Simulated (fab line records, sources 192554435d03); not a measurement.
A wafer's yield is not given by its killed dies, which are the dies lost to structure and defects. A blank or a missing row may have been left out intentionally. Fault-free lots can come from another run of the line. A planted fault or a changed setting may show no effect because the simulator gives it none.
A lot that was struck, set against a sound lot / flow n5 finfet / 17 out of 1938 route steps
Sound: wafers L262.1, L262.2, L262.5. Struck: wafer L270.5 (L270.2, L270.4, from the same lot, were not struck and are left out); the cause is given at the end.
At each step with rows: each side's tool, then ch and its chambers, then its first start. Under that, the readings that differ: sound wafers / struck wafers / difference of the means / sigmas: that difference in standard deviations of wafers without a fault.
alike: readings with means less than 2 such deviations apart, plus words and numbers identical on both sides. not compared: withheld readings, readings lacking a value on some wafer, bounds such as >300 that could conceal the same value, and numbers that have no deviation in the record and whose values overlap.
Wherever a step has rows on one side only, a row that says differs or no value, or a row with sigmas, the two part there. When numbers do not overlap yet have no deviation, they are printed without sigmas and do not part them. A reading missing from all wafers of one side parts the sides only when that side holds two or more wafers.

N5_BEOL_M13_THK_MEAS_50: measures by xrf.
  sound: film metro-02 at day 11 20:29; struck: film metro-02 at day 14 08:34
  alike: M13_THK
then, 1 step without rows for these wafers: N5_BEOL_M13_PRE_CLEAN_52 (time 15 s).
N5_BEOL_M13_DEP_53: deposits SiCN from 3MS/NH3, target thk 50 nm, time 17.8 s.
  sound on pecvd-02 ch 0,1, day 11 20:33; struck on pecvd-01 ch 2, day 14 08:38
  alike: showerhead plenum p Torr, throttle valve pct
N5_BEOL_M13_RS_MEAS_54: the measuring method here is four-point-probe.
  sound: film metro-02 at day 11 20:37; struck: film metro-01 at day 14 08:42
reading=M13_RS (ohm/sq); sound=0.0459 0.0455 0.0459; struck=0.0444; difference=-0.0014; sigmas=-2
N5_BEOL_M13_INSPECT_55: inspects for defects (darkfield).
  sound: defect inspect-01 at day 11 20:38; struck: defect inspect-02 at day 14 08:43
  alike: raw defect count
N5_BEOL_M14_ILD_DEP_00: deposits SiO2 from TEOS/O2, target thk 1119.3 nm, time 237.4 s.
  sound on pecvd-04 ch 0,1, day 11 20:41; struck on pecvd-02 ch 2, day 14 08:46
reading=showerhead plenum p Torr (Torr); sound=8.34 8.34 8.36; struck=8.27; difference=-0.08; sigmas=-2
reading=throttle valve pct (%); sound=17.9 20.3 20.5; struck=17.5; difference=-2.1; sigmas=-2
  alike: heater power w
N5_BEOL_M14_THK_MEAS_01:
  sound: film metro-01 at day 11 20:52; struck: film metro-02 at day 14 08:57
reading=M14_ILD_THK (nm); sound=1086 1108 1132; struck=1139; difference=+30; sigmas=+2
then, 5 steps without rows for these wafers: N5_BEOL_M14_COAT_58 (time 60 s, resist thk 89 nm); N5_BEOL_M14_COAT_04 (resist thk 800 nm); N5_BEOL_M14_EBR_06; N5_BEOL_M14_SOFTBAKE_05 (time 60 s); N5_BEOL_M14_EXPOSE_07 (exposes mask V13).
N5_BEOL_M14_PEB_08: peb time 90 s.
  sound on litho track-04 ch 0, day 11 21:11; struck on litho track-04 ch 0, day 14 09:16
reading=heater power total W (W); sound=172.3 173.1 173.1; struck=216.0; difference=+43.2; sigmas=+55
  alike: exhaust pa
then, 2 steps without rows for these wafers: N5_BEOL_M14_DEVELOP_09 (develop time 45 s); N5_BEOL_M14_HARDBAKE_14 (time 120 s).
N5_BEOL_M14_CD_MEAS_10: target cd 250 nm.
  sound on cd sem-01 ch 0, day 11 21:18; struck on cd sem-03 ch 0, day 14 09:23
reading=cd nm (nm); sound=250.0 251.7 251.0; struck=231.5; difference=-19.4; sigmas=-18
N5_BEOL_M14_OVL_MEAS_11:
  sound on overlay-01 ch 0, day 11 21:20; struck on overlay-01 ch 0, day 14 09:25
  alike: V13_OVL

== WHERE THEY PART ==
Last at N5_BEOL_M14_CD_MEAS_10 as far as this record goes, first at N5_BEOL_M13_RS_MEAS_54. Later steps at which nothing parts them and some readings are alike: N5_BEOL_M14_OVL_MEAS_11.

WHY: the cause the simulator had injected
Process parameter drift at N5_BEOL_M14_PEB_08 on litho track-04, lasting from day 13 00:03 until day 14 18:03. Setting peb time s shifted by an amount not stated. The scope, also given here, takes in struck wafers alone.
